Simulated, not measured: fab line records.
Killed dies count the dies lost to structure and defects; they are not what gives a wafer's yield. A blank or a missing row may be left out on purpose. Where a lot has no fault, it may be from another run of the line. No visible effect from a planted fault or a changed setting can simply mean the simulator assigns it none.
Chamber matching | flow n5 finfet | 4 sister chambers for N5_HKMG_FIN_CMP_94 on cmp-01
The step polishes, stops on SiNx, t overpolish 4.7 s, target thk 43.299 nm. 4 wafers are shown with their chamber, then 8 later ones without.

## WAFERS PAIRED WITH THEIR CHAMBERS
wafer  | chamber | motor current A (A)
L089.2 | 0       | 13.0
L089.4 | 1       | 13.4
L089.6 | 3       | 14.0
L092.1 | 2       | 10.6

## WAFERS WITHOUT THEIR CHAMBER
wafer  | motor current A (A)
L092.4 | 13.6
L092.6 | 13.3
L094.2 | 10.5
L094.3 | 12.4
L094.4 | 14.0
L096.2 | 13.5
L096.3 | 12.0
L096.4 | 13.0

## THE CHAMBER EACH PASSED THROUGH
wafer  | from the rows above          | in truth
L092.4 | can't be placed: 1 or 3 or 0 | 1
L092.6 | can't be placed: 1 or 0 or 3 | 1
L094.2 | 2                            | 2
L094.3 | can't be placed: 0 or 1      | 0
L094.4 | can't be placed: 3 or 1      | 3
L096.2 | can't be placed: 1 or 0 or 3 | 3
L096.3 | can't be placed: 0 or 1 or 2 | 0
L096.4 | can't be placed: 0 or 1      | 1
Correct placement for 1 of the 8. Can't be placed from these rows: 7 (the true chamber is among the candidates in 7). Number placed wrongly: 0.
How it was worked out, from the rows above alone: a wafer's distance from a chamber is the root of the sum, over the readings, of the square of ((its reading less the chamber's mean) divided by the reading's scatter). If the next closest chamber is less than 2 further off than the closest, the wafer can't be placed; otherwise it belongs to the closest. The mean given for a chamber averages the wafers shown for that chamber. The scatter: with one shown wafer a chamber, the root of the mean of the squares of how far each hidden wafer lies from its nearest shown one.
